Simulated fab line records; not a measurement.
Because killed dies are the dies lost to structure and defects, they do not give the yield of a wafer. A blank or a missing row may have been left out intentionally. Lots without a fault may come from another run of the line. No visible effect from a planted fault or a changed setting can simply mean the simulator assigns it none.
The tool behind it: which one? || flow nand harc || 13 lots, 39 wafers sampled, at 6 steps of a route of 1302

WHAT EACH GAUGE READ, for each wafer
NHARC_A_ONON_D1_THK_MEAS_05: measures by ellipsometry.
{"lot": "L871", "measured": "day 8 08:16", "on": "film metro-01", "thk nm (nm)": "1001 1002 1003"}
{"lot": "L872", "measured": "day 8 17:22", "on": "film metro-01", "thk nm (nm)": "985 985 984"}
{"lot": "L873", "measured": "day 9 01:24", "on": "film metro-01", "thk nm (nm)": "1008 1008 1008"}
{"lot": "L875", "measured": "day 10 06:13", "on": "film metro-02", "thk nm (nm)": "1003 1002 1002"}
{"lot": "L877", "measured": "day 10 15:55", "on": "film metro-01", "thk nm (nm)": "994 994 993"}
{"lot": "L878", "measured": "day 11 10:23", "on": "film metro-02", "thk nm (nm)": "1009 1009 1008"}
{"lot": "L881", "measured": "day 12 08:16", "on": "film metro-01", "thk nm (nm)": "1004 1003 1003"}
{"lot": "L882", "measured": "day 12 18:52", "on": "film metro-02", "thk nm (nm)": "1003 1003 1003"}
{"lot": "L888", "measured": "day 15 04:28", "on": "film metro-01", "thk nm (nm)": "997 999 1001"}
{"lot": "L889", "measured": "day 15 18:32", "on": "film metro-01", "thk nm (nm)": "991 988 990"}
{"lot": "L891", "measured": "day 16 09:53", "on": "film metro-02", "thk nm (nm)": "986 985 987"}
{"lot": "L890", "measured": "day 16 13:42", "on": "film metro-01", "thk nm (nm)": "1010 1008 1008"}
{"lot": "L893", "measured": "day 17 15:32", "on": "film metro-01", "thk nm (nm)": "1001 1001 1003"}

NHARC_A_ONON_D1_THK_MEAS_08: measures by ellipsometry.
{"lot": "L871", "measured": "day 8 08:50", "on": "film metro-02", "thk nm (nm)": "1016 1016 1016"}
{"lot": "L872", "measured": "day 8 17:56", "on": "film metro-02", "thk nm (nm)": "991 992 992"}
{"lot": "L873", "measured": "day 9 01:58", "on": "film metro-02", "thk nm (nm)": "984 985 983"}
{"lot": "L875", "measured": "day 10 06:47", "on": "film metro-02", "thk nm (nm)": "988 988 988"}
{"lot": "L877", "measured": "day 10 16:29", "on": "film metro-02", "thk nm (nm)": "999 998 998"}
{"lot": "L878", "measured": "day 11 10:57", "on": "film metro-02", "thk nm (nm)": "1010 1009 1010"}
{"lot": "L881", "measured": "day 12 08:50", "on": "film metro-02", "thk nm (nm)": "1010 1011 1011"}
{"lot": "L882", "measured": "day 12 19:26", "on": "film metro-01", "thk nm (nm)": "985 988 986"}
{"lot": "L888", "measured": "day 15 05:02", "on": "film metro-01", "thk nm (nm)": "988 989 988"}
{"lot": "L889", "measured": "day 15 19:05", "on": "film metro-02", "thk nm (nm)": "993 994 993"}
{"lot": "L891", "measured": "day 16 10:28", "on": "film metro-02", "thk nm (nm)": "1007 1009 1006"}
{"lot": "L890", "measured": "day 16 14:16", "on": "film metro-01", "thk nm (nm)": "1002 1001 1001"}
{"lot": "L893", "measured": "day 17 16:07", "on": "film metro-02", "thk nm (nm)": "1009 1012 1011"}

NHARC_A_ONON_D1_THK_MEAS_21: measures by ellipsometry.
{"lot": "L871", "measured": "day 8 18:35", "on": "film metro-01", "thk nm (nm)": "1007 1006 1005"}
{"lot": "L872", "measured": "day 9 03:30", "on": "film metro-01", "thk nm (nm)": "1010 1008 1010"}
{"lot": "L873", "measured": "day 9 11:27", "on": "film metro-01", "thk nm (nm)": "1008 1007 1007"}
{"lot": "L875", "measured": "day 10 16:37", "on": "film metro-01", "thk nm (nm)": "1007 1006 1005"}
{"lot": "L877", "measured": "day 11 02:13", "on": "film metro-02", "thk nm (nm)": "1000 998 999"}
{"lot": "L878", "measured": "day 11 20:24", "on": "film metro-02", "thk nm (nm)": "971 970 971"}
{"lot": "L881", "measured": "day 12 18:34", "on": "film metro-01", "thk nm (nm)": "570 570 570"}
{"lot": "L882", "measured": "day 13 08:56", "on": "film metro-02", "thk nm (nm)": "596 596 595"}
{"lot": "L888", "measured": "day 15 14:29", "on": "film metro-01", "thk nm (nm)": "1010 1010 1010"}
{"lot": "L889", "measured": "day 16 06:06", "on": "film metro-02", "thk nm (nm)": "982 982 982"}
{"lot": "L891", "measured": "day 16 19:55", "on": "film metro-01", "thk nm (nm)": "1011 1012 1012"}
{"lot": "L890", "measured": "day 16 23:47", "on": "film metro-01", "thk nm (nm)": "986 983 984"}
{"lot": "L893", "measured": "day 18 02:57", "on": "film metro-02", "thk nm (nm)": "986 987 986"}

NHARC_END_SORT_01.
{"lot": "L881", "measured": "day 28 22:32", "on": "prober-01", "killed at array": "674 676 669", "killed at other": "0 0 2", "killed at periphery": "3 1 6", "killed dies": "677 677 677", "killed open": "4 2 4", "killed short": "4 0 3"}
{"lot": "L882", "measured": "day 29 06:17", "on": "prober-02", "killed at array": "663 668 667", "killed at other": "2 1 3", "killed at periphery": "12 8 7", "killed dies": "677 677 677", "killed open": "3 2 6", "killed short": "2 2 1"}

WHAT TOOL EACH LOT RAN ON (gives the tool, then ch and the chambers of the sampled wafers, and finally the start)
{"lot": "L871", "NHARC_P_BONDPAD_ACTIVATE_29": "rie diel-05 ch 0,2,3, day 7 03:43", "NHARC_A_ONON_D1_DEP_19": "pecvd onon-03 ch 0, day 8 18:08"}
{"lot": "L872", "NHARC_P_BONDPAD_ACTIVATE_29": "rie diel-05 ch 0,1,2, day 7 14:49", "NHARC_A_ONON_D1_DEP_19": "pecvd onon-03 ch 0, day 9 02:59"}
{"lot": "L873", "NHARC_P_BONDPAD_ACTIVATE_29": "rie diel-12 ch 0,3, day 7 23:20", "NHARC_A_ONON_D1_DEP_19": "pecvd onon-04 ch 0, day 9 10:58"}
{"lot": "L875", "NHARC_P_BONDPAD_ACTIVATE_29": "rie diel-05 ch 2,3, day 9 01:50", "NHARC_A_ONON_D1_DEP_19": "pecvd onon-02 ch 0, day 10 16:10"}
{"lot": "L877", "NHARC_P_BONDPAD_ACTIVATE_29": "rie diel-12 ch 0,1, day 9 16:10", "NHARC_A_ONON_D1_DEP_19": "pecvd onon-02 ch 0, day 11 01:42"}
{"lot": "L878", "NHARC_P_BONDPAD_ACTIVATE_29": "rie diel-05 ch 1,2, day 10 07:44", "NHARC_A_ONON_D1_DEP_19": "pecvd onon-03 ch 0, day 11 19:57"}
{"lot": "L881", "NHARC_P_BONDPAD_ACTIVATE_29": "rie diel-05 ch 0,3, day 11 07:25", "NHARC_A_ONON_D1_DEP_19": "pecvd onon-02 ch 0, day 12 18:07"}
{"lot": "L882", "NHARC_P_BONDPAD_ACTIVATE_29": "rie diel-05 ch 0,1,2, day 11 18:43", "NHARC_A_ONON_D1_DEP_19": "pecvd onon-02 ch 0, day 13 08:29"}
{"lot": "L888", "NHARC_P_BONDPAD_ACTIVATE_29": "rie diel-12 ch 2,3, day 14 04:08", "NHARC_A_ONON_D1_DEP_19": "pecvd onon-02 ch 0, day 15 13:58"}
{"lot": "L889", "NHARC_P_BONDPAD_ACTIVATE_29": "rie diel-08 ch 1,2,3, day 14 14:53", "NHARC_A_ONON_D1_DEP_19": "pecvd onon-04 ch 0, day 16 05:39"}
{"lot": "L891", "NHARC_P_BONDPAD_ACTIVATE_29": "rie diel-12 ch 1,2, day 15 09:47", "NHARC_A_ONON_D1_DEP_19": "pecvd onon-02 ch 0, day 16 19:25"}
{"lot": "L890", "NHARC_P_BONDPAD_ACTIVATE_29": "rie diel-05 ch 2,3, day 15 13:07", "NHARC_A_ONON_D1_DEP_19": "pecvd onon-04 ch 0, day 16 23:16"}
{"lot": "L893", "NHARC_P_BONDPAD_ACTIVATE_29": "rie diel-12 ch 0,3, day 16 15:53", "NHARC_A_ONON_D1_DEP_19": "pecvd onon-04 ch 0, day 18 02:30"}
- NHARC_P_BONDPAD_ACTIVATE_29: chemistry N2, time 60 s.
- NHARC_A_ONON_D1_DEP_19: target thk 1000 nm.

WHAT THE TOOLS THEMSELVES READ (means of the sampled wafers that have a number; where no wafer has one, the mark that the record gives instead)
NHARC_P_BONDPAD_ACTIVATE_29.
{"lot": "L871", "tool": "rie diel-05", "drypump motor current A (A)": 5.8, "oes product au (a.u.)": 1.006, "rf vpp V (V)": 65.3, "showerhead plenum p Torr (Torr)": 1.83}
{"lot": "L872", "tool": "rie diel-05", "drypump motor current A (A)": 6.1, "oes product au (a.u.)": 1.007, "rf vpp V (V)": 63.8, "showerhead plenum p Torr (Torr)": 1.79}
{"lot": "L873", "tool": "rie diel-12", "drypump motor current A (A)": 5.2, "oes product au (a.u.)": 0.986, "rf vpp V (V)": 64.6, "showerhead plenum p Torr (Torr)": 1.83}
{"lot": "L875", "tool": "rie diel-05", "drypump motor current A (A)": 5.6, "oes product au (a.u.)": 1.004, "rf vpp V (V)": 64.5, "showerhead plenum p Torr (Torr)": 1.90}
{"lot": "L877", "tool": "rie diel-12", "drypump motor current A (A)": 5.8, "oes product au (a.u.)": 0.990, "rf vpp V (V)": 64.7, "showerhead plenum p Torr (Torr)": 1.79}
{"lot": "L878", "tool": "rie diel-05", "drypump motor current A (A)": 6.1, "oes product au (a.u.)": 1.002, "rf vpp V (V)": 64.8, "showerhead plenum p Torr (Torr)": 1.82}
{"lot": "L881", "tool": "rie diel-05", "drypump motor current A (A)": 5.6, "oes product au (a.u.)": 1.007, "rf vpp V (V)": 65.0, "showerhead plenum p Torr (Torr)": 1.83}
{"lot": "L882", "tool": "rie diel-05", "drypump motor current A (A)": 6.1, "oes product au (a.u.)": 0.995, "rf vpp V (V)": 64.5, "showerhead plenum p Torr (Torr)": 1.79}
{"lot": "L888", "tool": "rie diel-12", "drypump motor current A (A)": 4.9, "oes product au (a.u.)": 1.003, "rf vpp V (V)": 64.0, "showerhead plenum p Torr (Torr)": 1.81}
{"lot": "L889", "tool": "rie diel-08", "drypump motor current A (A)": 5.5, "oes product au (a.u.)": 1.000, "rf vpp V (V)": 64.6, "showerhead plenum p Torr (Torr)": 1.81}
{"lot": "L891", "tool": "rie diel-12", "drypump motor current A (A)": 5.3, "oes product au (a.u.)": 0.986, "rf vpp V (V)": 64.1, "showerhead plenum p Torr (Torr)": 1.79}
{"lot": "L890", "tool": "rie diel-05", "drypump motor current A (A)": 5.7, "oes product au (a.u.)": 0.997, "rf vpp V (V)": 64.9, "showerhead plenum p Torr (Torr)": 1.90}
{"lot": "L893", "tool": "rie diel-12", "drypump motor current A (A)": 5.2, "oes product au (a.u.)": 0.997, "rf vpp V (V)": 64.4, "showerhead plenum p Torr (Torr)": 1.82}

NHARC_A_ONON_D1_DEP_19.
{"lot": "L871", "tool": "pecvd onon-03", "susceptor temp C (C)": 399.91}
{"lot": "L872", "tool": "pecvd onon-03", "susceptor temp C (C)": 400.09}
{"lot": "L873", "tool": "pecvd onon-04", "susceptor temp C (C)": 399.97}
{"lot": "L875", "tool": "pecvd onon-02", "susceptor temp C (C)": 399.87}
{"lot": "L877", "tool": "pecvd onon-02", "susceptor temp C (C)": 400.22}
{"lot": "L878", "tool": "pecvd onon-03", "susceptor temp C (C)": 399.92}
{"lot": "L881", "tool": "pecvd onon-02", "susceptor temp C (C)": 399.89}
{"lot": "L882", "tool": "pecvd onon-02", "susceptor temp C (C)": 399.63}
{"lot": "L888", "tool": "pecvd onon-02", "susceptor temp C (C)": 399.91}
{"lot": "L889", "tool": "pecvd onon-04", "susceptor temp C (C)": 399.88}
{"lot": "L891", "tool": "pecvd onon-02", "susceptor temp C (C)": 400.06}
{"lot": "L890", "tool": "pecvd onon-04", "susceptor temp C (C)": 399.80}
{"lot": "L893", "tool": "pecvd onon-04", "susceptor temp C (C)": 400.33}

THE ANSWER, worked out from the rows above alone
Rule: the usual values come from the lots themselves. Put in order of their means at a reading, lots are off if they are a third of the lots or fewer, leave a main group of 4 or more, and stand apart from it by a gap of 3 or more times the standard deviation of the main group's means; of several such gaps the widest counts. A main group whose means are all the same, to the digits that the tables above print for the reading, isn't used. A lot without any number at a reading at which 4 lots or more have one is off too. All remaining lots with rows at the step are treated as sound. After the gauges, taken in route order, come the tools' own readings; for these a lot's mean is taken, as printed above. At the first step where some lot is off, the reading lying furthest off is the one used; lots without a number count as furthest.
Off: L881, L882 (NHARC_A_ONON_D1_THK_MEAS_21, thk nm). Main group: mean 998 nm, sd 13.
A tool fits if, at a process step before that reading, it ran every lot that is off, and no sound lot after the first of them. The gauges at NHARC_A_ONON_D1_THK_MEAS_21 are tried like those tools. None of those tried fits.

WHAT THE SIMULATOR PUT IN
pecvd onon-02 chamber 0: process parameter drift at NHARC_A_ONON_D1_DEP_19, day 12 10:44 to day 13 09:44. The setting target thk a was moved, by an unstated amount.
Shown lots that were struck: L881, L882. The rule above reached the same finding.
